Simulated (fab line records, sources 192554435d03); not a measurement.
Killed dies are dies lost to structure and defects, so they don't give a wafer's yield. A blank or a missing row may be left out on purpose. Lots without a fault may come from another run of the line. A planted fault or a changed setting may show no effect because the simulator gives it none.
A struck lot beside a sound one | flow n5_finfet | 14 steps out of a route of 1938
Sound: wafers L950.1, L950.3, L950.6. Struck: wafers L955.2, L955.3, L955.4. The cause comes at the end.
At each step with rows: each side's tool, then ch and its chambers, then its first start. Under that, the readings that differ: sound wafers | struck wafers | difference of the means | sigmas: that difference in standard deviations of wafers without a fault.
alike: readings whose means differ by less than 2 such deviations, and words and numbers that are the same on both sides. not compared: withheld readings, readings that some wafer has no value for, bounds like >300 that may hide the same value, and numbers for which the record gives no deviation and whose values overlap.
The two part at a step that has a row with sigmas, a row that says differs or no value, or rows on one side only. Numbers that don't overlap but have no deviation are shown without sigmas and don't part them. A reading that every wafer of one side lacks parts them only if that side has two wafers or more.

N5_FIN_SAQP_HM_DEP_03: deposits SiNx from SiH4/NH3/N2, target thk 38 nm, time 33.6 s.
  sound on pecvd-01 ch 0,1,2, day 2 21:40; struck on pecvd-03 ch 1,2, day 4 02:54
  alike: heater_power_w, rf_fwd_power_W, showerhead_plenum_p_Torr, throttle_valve_pct
N5_FIN_SAQP_THK_MEAS_05:
  sound on film_metro-01, day 2 21:45; struck on film_metro-01, day 4 03:02
  alike: thk_nm
N5_FIN_SAQP_PECVD_47: deposits a-Si from SiH4/He, target thk 45 nm, time 36.3 s.
  sound on pecvd-04 ch 1,2, day 2 21:47; struck on pecvd-04 ch 1,2, day 4 03:04
  alike: heater_power_w, rf_fwd_power_W, showerhead_plenum_p_Torr, throttle_valve_pct
N5_FIN_SAQP_PECVD_48: deposits SiNx from SiH4/NH3/N2, target thk 25 nm, time 22.1 s.
  sound on pecvd-04 ch 1,2, day 2 21:50; struck on pecvd-04 ch 1,2, day 4 03:07
  alike: heater_power_w, rf_fwd_power_W, showerhead_plenum_p_Torr, throttle_valve_pct
N5_FIN_SAQP_PECVD_06: deposits a-Si from SiH4/He, target thk 60 nm, time 48.1 s.
  sound on pecvd-04 ch 1,2, day 2 21:52; struck on pecvd-04 ch 1,2, day 4 03:09
  alike: heater_power_w, rf_fwd_power_W, showerhead_plenum_p_Torr, throttle_valve_pct
N5_FIN_SAQP_THK_MEAS_07:
  sound on film_metro-02, day 2 21:58; struck on film_metro-01, day 4 03:14
  alike: thk_nm
N5_FIN_SAQP_HM_DEP_72: deposits SiO2 from SiH4/N2O, target thk 12 nm, time 7.2 s.
  sound on pecvd-01 ch 0,1,2, day 2 21:59; struck on pecvd-03 ch 1,2, day 4 03:16
  alike: heater_power_w, rf_fwd_power_W, showerhead_plenum_p_Torr
then, 5 steps without rows for these wafers: N5_FIN_SAQP_COAT_49 (time 60 s, resist thk 100 nm); N5_FIN_SAQP_COAT_50 (time 60 s, resist thk 35 nm); N5_FIN_SAQP_COAT_10 (resist thk 90 nm); N5_FIN_SAQP_EBR_12; N5_FIN_SAQP_SOFTBAKE_11 (time 60 s).
N5_FIN_SAQP_EXPOSE_13: exposes mask FIN CORE, target cd 35.6 nm.
  sound on arfi_scanner-03 ch 0, day 2 22:19; struck on arfi_scanner-02, day 4 03:37
  no value came back on the struck wafers for dipole_opening_deg (degrees), exposure_dose_mJ_cm2, na; on the sound wafers dipole_opening_deg (degrees) reads 40 40 40
  alike: mask
then, 1 step without rows for these wafers: N5_FIN_SAQP_PEB_14 (peb time 60 s).

WHERE THEY PART
Only at N5_FIN_SAQP_EXPOSE_13, within this record.

WHY: what the simulator had put in
Skipped step whole: arfi_scanner-02, from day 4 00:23 on, at N5_FIN_SAQP_EXPOSE_13. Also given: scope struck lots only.
